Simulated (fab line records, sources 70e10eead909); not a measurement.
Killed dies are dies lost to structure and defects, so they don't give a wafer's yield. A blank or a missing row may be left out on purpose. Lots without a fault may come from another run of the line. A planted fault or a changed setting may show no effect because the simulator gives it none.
Tool commonality check | flow nand_harc | 12 lots, 36 wafers sampled

WHY IT WAS OPENED
At NHARC_A_ONON_D2_THK_MEAS_24 the reading thk_nm is flagged on 2 of 12 lots. Wafers without a fault read 1002 nm, standard deviation 8.4.
Rule: a lot is flagged when every wafer of it that has a number lies more than 4 standard deviations from that mean, or none has a number. The other lots count as sound.

lot  | measured     | on            | thk_nm (nm), wafer by wafer | flag
L365 | day 13 02:09 | film_metro-01 | 1001 1001 1000              |
L366 | day 13 20:19 | film_metro-02 | 981 982 980                 |
L367 | day 14 02:31 | film_metro-02 | 1002 1002 1002              |
L368 | day 14 14:02 | film_metro-01 | 1530 1532 1530              | FLAGGED
L369 | day 15 16:08 | film_metro-02 | 1535 1539 1537              | FLAGGED
L379 | day 19 02:34 | film_metro-02 | 1002 1002 1003              |
L380 | day 19 20:23 | film_metro-02 | 1006 1006 1006              |
L382 | day 20 16:22 | film_metro-01 | 1001 1000 1003              |
L383 | day 20 20:32 | film_metro-02 | 1005 1006 1006              |
L384 | day 21 13:18 | film_metro-01 | 995 995 994                 |
L385 | day 21 22:10 | film_metro-02 | 995 996 996                 |
L387 | day 22 05:56 | film_metro-02 | 994 993 994                 |
The numbers of the flagged lots are 1534 nm on average: +532 nm against the usual, or +63 standard deviations.

WHICH TOOL RAN EACH LOT
The record holds 2 process steps before the reading, out of a route of 1302 steps. In each cell: the tool, then ch and the chambers that the sampled wafers went through, then the start.
lot  | flag    | NHARC_A_CHANNEL_HOLE_D1_ETCH_33  | NHARC_A_ONON_D2_DEP_22
L365 |         | har_etch-02 ch 0,1, day 8 23:11  | pecvd_onon-04 ch 0, day 13 01:41
L366 |         | har_etch-01 ch 1, day 9 13:26    | pecvd_onon-01 ch 0, day 13 19:48
L367 |         | har_etch-01 ch 0,1, day 9 23:52  | pecvd_onon-01 ch 0, day 14 02:01
L368 | FLAGGED | har_etch-02 ch 0,1, day 10 07:58 | pecvd_onon-01 ch 0, day 14 13:38
L369 | FLAGGED | har_etch-02 ch 0,1, day 11 09:38 | pecvd_onon-01 ch 0, day 15 15:44
L379 |         | har_etch-01 ch 0,1, day 15 06:08 | pecvd_onon-01 ch 0, day 19 02:07
L380 |         | har_etch-02 ch 0,1, day 15 15:56 | pecvd_onon-04 ch 0, day 19 19:56
L382 |         | har_etch-01 ch 0,1, day 16 06:56 | pecvd_onon-02 ch 0, day 20 15:55
L383 |         | har_etch-01 ch 1, day 16 16:49   | pecvd_onon-02 ch 0, day 20 20:01
L384 |         | har_etch-01 ch 0,1, day 17 08:41 | pecvd_onon-02 ch 0, day 21 12:52
L385 |         | har_etch-02 ch 0,1, day 17 18:37 | pecvd_onon-02 ch 0, day 21 21:39
L387 |         | har_etch-02 ch 0,1, day 18 04:31 | pecvd_onon-04 ch 0, day 22 05:26
What these steps do:
- NHARC_A_CHANNEL_HOLE_D1_ETCH_33: etches the open film in C4F8/O2/Ar, time 90 s, target depth 400 nm.
- NHARC_A_ONON_D2_DEP_22: target thk 1000 nm.
- NHARC_A_ONON_D2_THK_MEAS_24: measures by ellipsometry.

FLAGGED OVER TOTAL, TOOL BY TOOL (the gauges that took the reading come last)
step                            | tool          | lots run | flagged | share of the flagged lots | sound lots run after its first flagged lot
NHARC_A_CHANNEL_HOLE_D1_ETCH_33 | har_etch-01   | 6        | 0       | none                      | -
NHARC_A_CHANNEL_HOLE_D1_ETCH_33 | har_etch-02   | 6        | 2       | all                       | 3 (L380,L385,L387)
NHARC_A_ONON_D2_DEP_22          | pecvd_onon-01 | 5        | 2       | all                       | 1 (L379)
NHARC_A_ONON_D2_DEP_22          | pecvd_onon-02 | 4        | 0       | none                      | -
NHARC_A_ONON_D2_DEP_22          | pecvd_onon-04 | 3        | 0       | none                      | -
NHARC_A_ONON_D2_THK_MEAS_24     | film_metro-01 | 4        | 1       | some                      | 2 (L382,L384)
NHARC_A_ONON_D2_THK_MEAS_24     | film_metro-02 | 8        | 1       | some                      | 5 (L379,L380,L383,L385,L387)

WHAT THE TABLE ALLOWS
2 rows of the table ran every flagged lot: har_etch-02 at NHARC_A_CHANNEL_HOLE_D1_ETCH_33, pecvd_onon-01 at NHARC_A_ONON_D2_DEP_22.
- har_etch-02 at NHARC_A_CHANNEL_HOLE_D1_ETCH_33: 2 of its 6 lots flagged. Sound lots ran on it after the first flagged one (L380, L385, L387), which a lasting fault on the whole tool wouldn't allow.
- pecvd_onon-01 at NHARC_A_ONON_D2_DEP_22: 2 of its 5 lots flagged. Sound lots ran on it after the first flagged one (L379), which a lasting fault on the whole tool wouldn't allow.
No row of the table ran every flagged lot and no sound lot after the first.

WHAT THE SIMULATOR HAD PUT IN
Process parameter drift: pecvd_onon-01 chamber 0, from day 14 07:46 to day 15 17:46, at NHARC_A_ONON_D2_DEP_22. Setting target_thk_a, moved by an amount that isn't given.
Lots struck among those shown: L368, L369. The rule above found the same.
